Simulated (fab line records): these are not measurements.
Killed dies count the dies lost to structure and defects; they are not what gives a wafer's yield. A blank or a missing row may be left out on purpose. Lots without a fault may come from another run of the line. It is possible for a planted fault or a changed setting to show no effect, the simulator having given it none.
The same fault as seen by 2 desks    flow nand_harc    what lay behind the numbers comes last; until then each desk has only its own

DESK OF THE TOOL OWNER: pecvd_onon-04
The tool's own readings at NHARC_A_ONON_D2_DEP_28 (target thk 1000 nm): means of the sampled wafers that have a number, for each lot that ran on this tool. If a lot's mean is further than 4 standard deviations from the usual mean, the lot is out of limits and carries the mark OUT (the distance appears in the brackets).
Columns: A = n2_flow_sccm at NHARC_A_ONON_D2_DEP_28, usual 2749 sccm; B = n2o_flow_sccm at NHARC_A_ONON_D2_DEP_28, usual 2000 sccm; C = nh3_flow_sccm at NHARC_A_ONON_D2_DEP_28, usual 499.9 sccm
lot   first seen here  A     B     C
L616  day 13 20:29     2748  1996  500.9
L624  day 16 17:46     2752  1997  501.1
L625  day 17 12:09     2753  2001  499.7
L637  day 23 03:10     2757  2010  499.1
Finding of this desk: none of the 4 lots has anything out of limits.

THE METROLOGY DESK
What the gauges read, lot by lot, whatever tool the lot ran on: means of the sampled wafers that have a number. If a lot's mean is further than 4 standard deviations from the usual mean, the lot is out of limits and carries the mark OUT (the distance appears in the brackets).
Columns: A = thk_nm at NHARC_A_ONON_D2_THK_MEAS_05, usual 998 nm; B = thk_nm at NHARC_A_ONON_D2_THK_MEAS_14, usual 1000 nm; C = thk_nm at NHARC_A_ONON_D2_THK_MEAS_30, usual 998 nm
lot   first seen here  A     B     C
L614  day 12 10:27     984   1000  994
L615  day 12 17:40     1005  1009  992
L616  day 13 09:29     993   994   979
L624  day 16 06:53     1015  996   886 (-10) OUT
L625  day 17 01:17     989   998   915 (-7.5) OUT
L628  day 18 06:44     1001  1007  1009
L627  day 18 06:58     974   985   1014
L630  day 19 07:05     1001  1016  1005
L633  day 20 11:01     1006  1001  975
L634  day 21 01:31     1001  1001  995
L636  day 21 05:53     997   995   995
L635  day 21 05:54     1002  1023  997
L637  day 22 12:50     1005  1003  1005
This desk finds L624, L625 out of limits, L624 being first, at day 16 18:13 (thk_nm at NHARC_A_ONON_D2_THK_MEAS_30). Within limits: L614, L615, L616, L628, L627, L630, L633, L634, L636, L635, L637.

BROUGHT TOGETHER
At day 16 18:13 the metrology desk could have sounded an alarm, on L624, L625.
The tool owner's desk saw nothing out of limits.
Tool owner's desk: L624, L625 on record, inside its limits.
On pecvd_onon-04, each named lot ran NHARC_A_ONON_D2_DEP_28.

WHAT HAD BEEN PUT IN BY THE SIMULATOR
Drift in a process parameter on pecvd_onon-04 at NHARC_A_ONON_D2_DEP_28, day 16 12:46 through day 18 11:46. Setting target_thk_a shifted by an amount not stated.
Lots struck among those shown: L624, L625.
Delay in hours, fault start to first out-of-limits reading, per desk: metrology desk 5.
